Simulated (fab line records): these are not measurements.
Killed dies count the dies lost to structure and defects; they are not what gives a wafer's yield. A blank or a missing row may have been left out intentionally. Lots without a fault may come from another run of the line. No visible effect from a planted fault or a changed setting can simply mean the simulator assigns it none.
Which tool is to blame? ; flow n5Finfet ; 24 lots, 72 wafers sampled, at 6 steps of a route of 1938

WHAT EACH GAUGE READ, for each wafer
N5_BEOL_M6_CD_MEAS_35: target cd 40 nm, target cd y 28 nm.
lot;measured;on;cdNm (nm)
L074;day 8 11:32;cdSem-03;39.5 41.0 40.2
L075;day 9 12:50;cdSem-02;39.6 40.6 39.7
L076;day 9 18:46;cdSem-02;40.2 40.0 40.4
L077;day 9 21:59;cdSem-01;40.3 41.5 40.7
L078;day 10 03:59;cdSem-01;39.6 39.9 41.2
L080;day 10 17:58;cdSem-01;40.6 40.6 40.7
L079;day 10 18:21;cdSem-02;39.6 38.8 40.5
L082;day 11 01:52;cdSem-01;39.9 40.3 40.8
L081;day 11 04:25;cdSem-03;39.9 40.0 39.8
L085;day 11 05:04;cdSem-01;39.6 38.8 39.6
L083;day 11 20:30;cdSem-02;40.7 39.5 39.6
L084;day 12 00:44;cdSem-01;40.4 40.0 40.0
L086;day 12 02:51;cdSem-02;38.9 40.3 40.5
L088;day 12 02:47;cdSem-01;38.7 40.4 38.8
L087;day 12 02:57;cdSem-02;39.4 39.3 38.6
L089;day 12 16:55;cdSem-02;41.4 41.8 41.2
L090;day 13 07:02;cdSem-01;39.2 39.1 39.9
L091;day 13 10:10;cdSem-03;39.4 40.0 40.7
L093;day 13 15:40;cdSem-02;40.0 39.4 40.4
L094;day 13 19:50;cdSem-03;40.1 40.7 39.6
L092;day 13 19:32;cdSem-03;39.9 39.3 40.0
L095;day 15 05:38;cdSem-01;39.4 39.3 39.8
L097;day 15 05:35;cdSem-03;39.8 41.0 39.9
L096;day 15 07:59;cdSem-03;39.0 39.3 38.4

N5_BEOL_M7_RS_MEAS_57: uses a four-point probe to measure.
lot;measured;on;M7_RS (ohm/sq)
L074;day 8 21:20;filmMetro-02;0.284 0.282 0.281
L075;day 10 02:05;filmMetro-02;0.286 0.296 0.293
L076;day 10 07:38;filmMetro-01;0.297 0.285 0.288
L077;day 10 08:41;filmMetro-01;0.284 0.279 0.281
L078;day 10 18:26;filmMetro-01;0.303 0.292 0.294
L080;day 11 07:11;filmMetro-02;0.287 0.299 0.305
L079;day 11 06:44;filmMetro-02;0.283 0.299 0.290
L082;day 11 12:19;filmMetro-01;0.301 0.288 0.284
L081;day 11 15:22;filmMetro-01;0.279 0.290 0.285
L085;day 11 16:14;filmMetro-01;0.300 0.280 0.296
L083;day 12 05:47;filmMetro-01;0.288 0.287 0.289
L084;day 12 11:38;filmMetro-02;0.288 0.290 0.294
L086;day 12 13:23;filmMetro-02;0.287 0.282 0.285
L088;day 12 13:14;filmMetro-01;0.293 0.288 0.301
L087;day 12 14:16;filmMetro-01;0.295 0.291 0.282
L089;day 13 08:02;filmMetro-02;0.282 0.283 0.289
L090;day 13 18:00;filmMetro-01;0.280 0.282 0.283
L091;day 14 01:43;filmMetro-01;0.293 0.278 0.294
L093;day 14 01:58;filmMetro-01;0.275 0.278 0.278
L094;day 14 08:41;filmMetro-02;0.284 0.291 0.278
L092;day 14 08:59;filmMetro-02;0.294 0.290 0.288
L095;day 15 18:35;filmMetro-02;0.294 0.288 0.293
L097;day 15 18:53;filmMetro-02;0.303 0.299 0.294
L096;day 15 21:16;filmMetro-01;0.283 0.286 0.288

WHICH TOOL RAN EACH LOT (tool, then ch and the chambers of the sampled wafers, then the start)
lot;N5_BEOL_M6_DESCUM_16;N5_BEOL_M6_ANNEAL_51;N5_BEOL_M6_DEP_56;N5_BEOL_M7_ETCH_65
L074;rieDiel-05 ch 0,3, day 8 06:44;rtpAnneal-02 ch 0, day 8 14:10;pecvd-04 ch 1,2, day 8 14:46;rieDiel-03 ch 0,2, day 8 18:30
L075;rieDiel-01 ch 0,1,2, day 9 11:14;rtpAnneal-01 ch 0, day 9 16:19;pecvd-02 ch 0,1, day 9 16:58;rieDiel-04 ch 1,2, day 9 21:36
L076;rieDiel-05 ch 0,3, day 9 16:03;rtpAnneal-02 ch 0, day 9 22:30;pecvd-02 ch 0,1, day 9 23:06;rieDiel-03 ch 1,2,3, day 10 03:06
L077;rieDiel-05 ch 0,1,3, day 9 19:50;rtpAnneal-02 ch 0, day 9 23:16;pecvd-02 ch 0,1, day 9 23:54;rieDiel-04 ch 1,2, day 10 04:16
L078;rieDiel-06 ch 1,2,3, day 10 02:24;rtpAnneal-01 ch 0, day 10 07:19;pecvd-02 ch 1,2, day 10 07:58;rieDiel-03 ch 0,1,3, day 10 15:32
L080;rieDiel-01 ch 1,2, day 10 16:29;rtpAnneal-01 ch 0, day 10 22:10;pecvd-03 ch 0,1, day 10 22:46;rieDiel-04 ch 0,2,3, day 11 03:46
L079;rieDiel-01 ch 1,2,3, day 10 16:44;rtpAnneal-01 ch 0, day 10 22:50;pecvd-03 ch 0,1,2, day 10 23:29;rieDiel-03 ch 1,2,3, day 11 03:37
L082;rieDiel-05 ch 0,2,3, day 10 23:01;rtpAnneal-01 ch 0, day 11 03:37;pecvd-02 ch 0,1,2, day 11 04:09;rieDiel-03 ch 0,1,2, day 11 09:22
L081;rieDiel-06 ch 2,3, day 11 02:07;rtpAnneal-02 ch 0, day 11 06:38;pecvd-02 ch 1,2, day 11 07:12;rieDiel-02 ch 0,1,3, day 11 11:47
L085;rieDiel-06 ch 1,3, day 11 03:01;rtpAnneal-02 ch 0, day 11 06:57;pecvd-03 ch 0,2, day 11 07:35;rieDiel-03 ch 1,3, day 11 12:13
L083;rieDiel-06 ch 0,1, day 11 15:41;rtpAnneal-02 ch 0, day 11 22:39;pecvd-04 ch 0,1,2, day 11 23:11;rieDiel-04 ch 1,2, day 12 02:15
L084;rieDiel-01 ch 0,1, day 11 21:19;rtpAnneal-02 ch 0, day 12 03:21;pecvd-04 ch 1,2, day 12 03:55;rieDiel-03 ch 0,2,3, day 12 06:54
L086;rieDiel-05 ch 0,1, day 12 00:53;rtpAnneal-01 ch 0, day 12 05:20;pecvd-03 ch 0,1, day 12 06:00;rieDiel-02 ch 1,2,3, day 12 10:23
L088;rieDiel-01 ch 1,2,3, day 12 01:11;rtpAnneal-01 ch 0, day 12 04:50;pecvd-03 ch 2, day 12 05:27;rieDiel-04 ch 0,2,3, day 12 10:13
L087;rieDiel-06 ch 0,1,2, day 12 01:19;rtpAnneal-02 ch 0, day 12 05:31;pecvd-03 ch 0,2, day 12 06:10;rieDiel-03 ch 0,1,2, day 12 10:35
L089;rieDiel-06 ch 0,1,3, day 12 15:19;rtpAnneal-01 ch 0, day 12 19:44;pecvd-02 ch 0,1,2, day 12 20:16;rieDiel-02 ch 0,1, day 13 04:58
L090;rieDiel-05 ch 2,3, day 13 04:51;rtpAnneal-02 ch 0, day 13 08:55;pecvd-03 ch 0,2, day 13 09:35;rieDiel-02 ch 0,1,2, day 13 14:50
L091;rieDiel-05 ch 0,1,2, day 13 06:57;rtpAnneal-01 ch 0, day 13 13:34;pecvd-02 ch 0,1,2, day 13 14:08;rieDiel-03 ch 0,3, day 13 21:28
L093;rieDiel-01 ch 0,1, day 13 14:04;rtpAnneal-02 ch 0, day 13 17:40;pecvd-02 ch 0,2, day 13 18:17;rieDiel-02 ch 2,3, day 13 21:38
L094;rieDiel-06 ch 1,2,3, day 13 16:37;rtpAnneal-01 ch 0, day 13 22:10;pecvd-04 ch 1,2, day 13 22:49;rieDiel-04 ch 2,3, day 14 04:16
L092;rieDiel-05 ch 0,1, day 13 17:22;rtpAnneal-02 ch 0, day 13 21:24;pecvd-03 ch 0,1,2, day 13 22:01;rieDiel-03 ch 0,2,3, day 14 04:17
L095;rieDiel-06 ch 1,3, day 14 18:53;rtpAnneal-02 ch 0, day 15 10:49;pecvd-04 ch 0,1, day 15 11:29;rieDiel-04 ch 2,3, day 15 14:50
L097;rieDiel-01 ch 1,3, day 14 23:43;rtpAnneal-01 ch 0, day 15 07:53;pecvd-03 ch 0,1,2, day 15 08:43;rieDiel-04 ch 2,3, day 15 15:14
L096;rieDiel-05 ch 0,2, day 15 05:36;rtpAnneal-01 ch 0, day 15 12:06;pecvd-03 ch 0,1,2, day 15 12:45;rieDiel-02 ch 0,1,2, day 15 17:04
- N5_BEOL_M6_DESCUM_16: chemistry O2, time 7.9 s.
- N5_BEOL_M6_ANNEAL_51: time 90 s.
- N5_BEOL_M6_DEP_56: deposits SiCN from 3MS/NH3, target thk 10 nm, time 17.5 s.
- N5_BEOL_M7_ETCH_65: etches SiARC in CF4, target depth 15.6 nm, time 26 s.

AS READ BY THE TOOLS THEMSELVES (means over the sampled wafers that have a number; for cases with no such wafer, the mark the record gives instead)
N5_BEOL_M6_DESCUM_16.
lot;tool;drypumpMotorCurrentA (A);oesProductAu (a.u.);rfVppV (V);showerheadPlenumPTorr (Torr);throttleValvePct (%)
L074;rieDiel-05;6.1;0.83;243.5;2.08;20.30
L075;rieDiel-01;5.5;0.79;242.8;2.07;20.29
L076;rieDiel-05;6.1;0.76;243.4;2.11;20.50
L077;rieDiel-05;6.0;0.76;242.9;2.08;20.46
L078;rieDiel-06;5.6;0.81;242.5;2.07;20.50
L080;rieDiel-01;5.5;0.75;242.6;2.08;20.20
L079;rieDiel-01;5.6;0.83;242.6;2.08;20.14
L082;rieDiel-05;5.9;0.83;243.6;2.11;20.29
L081;rieDiel-06;6.2;0.87;243.5;2.14;20.25
L085;rieDiel-06;5.1;0.72;242.0;1.99;20.77
L083;rieDiel-06;5.1;0.74;242.1;2.03;20.73
L084;rieDiel-01;5.0;0.76;241.8;2.03;20.55
L086;rieDiel-05;6.0;0.89;242.4;2.05;20.16
L088;rieDiel-01;5.6;0.81;242.8;2.07;20.16
L087;rieDiel-06;5.7;0.82;243.6;2.10;20.48
L089;rieDiel-06;5.3;0.80;243.4;2.10;20.56
L090;rieDiel-05;5.7;0.83;243.4;2.14;20.29
L091;rieDiel-05;5.8;0.89;243.1;2.08;20.12
L093;rieDiel-01;5.0;0.75;242.7;2.03;20.56
L094;rieDiel-06;5.7;0.85;243.5;2.15;20.45
L092;rieDiel-05;6.0;0.86;242.3;2.04;20.19
L095;rieDiel-06;5.2;0.83;243.3;2.15;20.56
L097;rieDiel-01;5.2;0.80;243.2;2.04;20.25
L096;rieDiel-05;5.9;0.83;243.6;2.06;20.17

N5_BEOL_M6_ANNEAL_51.
lot;tool;annealTempC (C);annealTempCMax;wafer_temp_C_max
L074;rtpAnneal-02;225.21;226.08;226.03
L075;rtpAnneal-01;225.00;225.60;225.95
L076;rtpAnneal-02;225.13;225.96;225.85
L077;rtpAnneal-02;225.17;226.01;226.04
L078;rtpAnneal-01;225.15;225.73;225.70
L080;rtpAnneal-01;225.08;225.71;226.22
L079;rtpAnneal-01;225.00;225.66;226.12
L082;rtpAnneal-01;224.96;225.58;225.86
L081;rtpAnneal-02;225.17;225.94;226.09
L085;rtpAnneal-02;224.74;225.59;225.92
L083;rtpAnneal-02;224.87;225.93;225.89
L084;rtpAnneal-02;224.84;225.74;225.83
L086;rtpAnneal-01;224.87;225.51;226.05
L088;rtpAnneal-01;224.98;225.69;226.12
L087;rtpAnneal-02;224.87;225.82;225.83
L089;rtpAnneal-01;225.14;225.76;226.09
L090;rtpAnneal-02;225.09;226.00;225.86
L091;rtpAnneal-01;224.99;225.65;226.00
L093;rtpAnneal-02;224.92;225.82;226.08
L094;rtpAnneal-01;224.94;225.50;226.04
L092;rtpAnneal-02;225.04;225.98;225.66
L095;rtpAnneal-02;224.73;225.45;226.00
L097;rtpAnneal-01;224.94;225.59;226.32
L096;rtpAnneal-01;225.38;226.01;225.76

N5_BEOL_M6_DEP_56.
lot;tool;showerheadPlenumPTorr (Torr);throttleValvePct (%)
L074;pecvd-04;3.667;9.4
L075;pecvd-02;3.667;8.9
L076;pecvd-02;3.686;9.1
L077;pecvd-02;3.666;9.0
L078;pecvd-02;3.657;8.7
L080;pecvd-03;3.661;9.4
L079;pecvd-03;3.664;9.5
L082;pecvd-02;3.662;9.0
L081;pecvd-02;3.673;9.0
L085;pecvd-03;3.666;9.2
L083;pecvd-04;3.665;9.4
L084;pecvd-04;3.663;9.1
L086;pecvd-03;3.664;9.6
L088;pecvd-03;3.659;8.9
L087;pecvd-03;3.660;9.1
L089;pecvd-02;3.669;9.0
L090;pecvd-03;3.660;9.1
L091;pecvd-02;3.659;9.0
L093;pecvd-02;3.652;8.8
L094;pecvd-04;3.675;9.5
L092;pecvd-03;3.662;9.1
L095;pecvd-04;3.671;10.0
L097;pecvd-03;3.658;9.4
L096;pecvd-03;3.665;9.5

N5_BEOL_M7_ETCH_65.
lot;tool;drypumpMotorCurrentA (A);etchRfOnTimeS (s);oesProductAu (a.u.);rfVppV (V);showerheadPlenumPTorr (Torr);throttleValvePct (%)
L074;rieDiel-03;6.0;26.1;0.67;182.8;2.07;15.60
L075;rieDiel-04;5.4;26.7;0.58;184.5;2.17;15.73
L076;rieDiel-03;5.8;26.0;0.63;184.4;2.14;15.63
L077;rieDiel-04;5.4;26.6;0.58;184.8;2.17;15.73
L078;rieDiel-03;5.7;26.1;0.65;183.9;2.14;15.50
L080;rieDiel-04;5.9;26.5;0.63;184.3;2.14;15.72
L079;rieDiel-03;5.7;26.4;0.62;184.5;2.13;15.64
L082;rieDiel-03;5.9;26.0;0.67;184.0;2.09;15.53
L081;rieDiel-02;5.6;25.7;0.74;183.5;2.10;15.52
L085;rieDiel-03;5.6;26.3;0.61;185.0;2.19;15.63
L083;rieDiel-04;5.4;26.6;0.75;184.7;2.17;15.40
L084;rieDiel-03;5.8;26.5;0.64;184.1;2.11;15.64
L086;rieDiel-02;5.7;25.2;0.69;183.3;2.09;15.73
L088;rieDiel-04;5.9;26.4;0.63;183.5;2.14;15.74
L087;rieDiel-03;5.9;26.1;0.65;183.0;2.09;15.55
L089;rieDiel-02;5.9;25.9;0.78;183.9;2.15;15.28
L090;rieDiel-02;6.0;25.9;0.72;184.7;2.14;15.50
L091;rieDiel-03;5.6;26.4;0.62;185.2;2.16;15.63
L093;rieDiel-02;5.5;25.6;0.63;183.2;2.10;15.98
L094;rieDiel-04;6.0;26.1;0.64;183.8;2.17;15.71
L092;rieDiel-03;5.8;26.2;0.63;184.0;2.11;15.65
L095;rieDiel-04;6.0;26.0;0.63;184.1;2.16;15.73
L097;rieDiel-04;6.0;26.7;0.62;184.3;2.16;15.73
L096;rieDiel-02;6.0;25.9;0.71;184.5;2.13;15.53

THE ANSWER, worked out from the rows above alone
Rule: the usual values come from the lots themselves. Put in order of their means at a reading, lots are off if they are a third of the lots or fewer, leave a main group of 4 or more, and stand apart from it by a gap of 3 or more times the standard deviation of the main group's means; of several such gaps the widest counts. If all means in a main group match to the digits the tables above print for the reading, that group is not used. Also off: a lot with no number at a reading for which 4 or more lots have one. Where the step has rows for the other lots, those lots are counted as sound. Order of review: gauges by route order, followed by the tools' own readings, for which a lot's mean as printed above is used. At the first step where some lot is off, the reading lying furthest off is the one used; lots without a number count as furthest.
Nothing can be told from this: no lot is off at any reading shown.

WHAT HAD BEEN PUT IN BY THE SIMULATOR
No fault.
